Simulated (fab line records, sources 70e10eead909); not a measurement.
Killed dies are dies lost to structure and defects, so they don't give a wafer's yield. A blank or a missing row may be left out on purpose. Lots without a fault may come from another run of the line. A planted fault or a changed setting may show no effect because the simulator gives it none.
A struck lot beside a sound one | flow nand_harc | 13 steps out of a route of 1159
Sound: wafers L525.1, L525.2, L525.5. Struck: wafers L536.2, L536.3, L536.4. The cause comes at the end.
At each step with rows: each side's tool, then ch and its chambers, then its first start. Under that, the readings that differ: sound wafers | struck wafers | difference of the means | sigmas: that difference in standard deviations of wafers without a fault.
alike: readings whose means differ by less than 2 such deviations, and words and numbers that are the same on both sides. not compared: withheld readings, readings that some wafer has no value for, bounds like >300 that may hide the same value, and numbers for which the record gives no deviation and whose values overlap.
The two part at a step that has a row with sigmas, a row that says differs or no value, or rows on one side only. Numbers that don't overlap but have no deviation are shown without sigmas and don't part them. A reading that every wafer of one side lacks parts them only if that side has two wafers or more.

NHARC_A_BONDPAD_DEP_00: deposits SiCN, target thk 250 nm.
  sound on pecvd-03 ch 0,1,2, day 19 21:26; struck on pecvd-03 ch 0,2, day 22 01:51
  alike: heater_power_w
NHARC_A_BONDPAD_CMP_29: polishes SiCN, target thk 200 nm.
  sound on cmp-04 ch 1,2, day 19 21:50; struck on cmp-03 ch 0,2,3, day 22 02:16
  alike: motor_current_A
NHARC_A_BONDPAD_THK_MEAS_30: measures by ellipsometry.
  sound on film_metro-02, day 19 22:05; struck on film_metro-01, day 22 02:31
  alike: thk_nm
then, 9 steps without rows for these wafers: NHARC_A_BONDPAD_SRD_31; NHARC_A_BONDPAD_DEHYDRATE_01 (time 120 s); NHARC_A_BONDPAD_HMDS_02 (time 30 s); NHARC_A_BONDPAD_COAT_33 (time 65 s); NHARC_A_BONDPAD_COAT_03 (resist thk 600 nm); NHARC_A_BONDPAD_SOFTBAKE_04 (time 70 s); NHARC_A_BONDPAD_EBR_05; NHARC_A_BONDPAD_EXPOSE_06 (exposes mask A BPAD); NHARC_A_BONDPAD_PEB_07 (peb time 80 s).
NHARC_A_BONDPAD_DEVELOP_08: time 50 s.
  sound on litho_track-07 ch 0, day 19 22:00; struck on litho_track-03, day 22 02:00
  no value came back on the struck wafers for chill_plate_temp_C (C), developer_temp_C (C); on the sound wafers chill_plate_temp_C (C) reads 22.86 22.85 22.86

WHERE THEY PART
Only at NHARC_A_BONDPAD_DEVELOP_08, within this record.

WHY: what the simulator had put in
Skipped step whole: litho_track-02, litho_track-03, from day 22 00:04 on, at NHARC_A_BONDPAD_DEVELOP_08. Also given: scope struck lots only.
